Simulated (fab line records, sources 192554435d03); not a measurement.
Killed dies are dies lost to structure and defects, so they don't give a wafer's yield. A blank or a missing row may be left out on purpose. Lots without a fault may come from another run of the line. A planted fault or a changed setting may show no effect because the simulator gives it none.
Chamber matching | flow n5_finfet | N5_BEOL_M8_STRIP_36 on rie_diel-01: 4 sister chambers
The step strips in N2/H2. 4 wafers are shown with their chamber, then 10 later ones without.

WAFERS WITH THEIR CHAMBER
wafer  | chamber | showerhead_plenum_p_Torr (Torr)
L078.4 | 0       | 2.67
L083.3 | 1       | 2.60
L084.4 | 3       | 2.47
L089.4 | 2       | 2.67

WAFERS WITHOUT THEIR CHAMBER
wafer  | showerhead_plenum_p_Torr (Torr)
L089.5 | 2.46
L086.4 | 2.46
L086.5 | 2.67
L086.6 | 2.46
L090.2 | 2.66
L090.3 | 2.60
L090.4 | 2.66
L091.1 | 2.66
L091.3 | 2.60
L091.6 | 2.46

WHICH CHAMBER EACH WENT THROUGH
wafer  | from the rows above     | in truth
L089.5 | 3                       | 3
L086.4 | 3                       | 3
L086.5 | can't be placed: 0 or 2 | 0
L086.6 | 3                       | 3
L090.2 | can't be placed: 0 or 2 | 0
L090.3 | 1                       | 1
L090.4 | can't be placed: 0 or 2 | 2
L091.1 | can't be placed: 0 or 2 | 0
L091.3 | 1                       | 1
L091.6 | 3                       | 3
Placed correctly: 6 of 10. Can't be placed from these rows: 4 (the true chamber is among the candidates in 4). Placed wrongly: 0.
How it was worked out, from the rows above alone: a wafer's distance from a chamber is the root of the sum, over the readings, of the square of ((its reading less the chamber's mean) divided by the reading's scatter). The wafer belongs to the nearest chamber; if the next one is less than 2 further off, it can't be placed. A chamber's mean is the mean of its shown wafers. The scatter: with one shown wafer a chamber, the root of the mean of the squares of how far each hidden wafer lies from its nearest shown one.
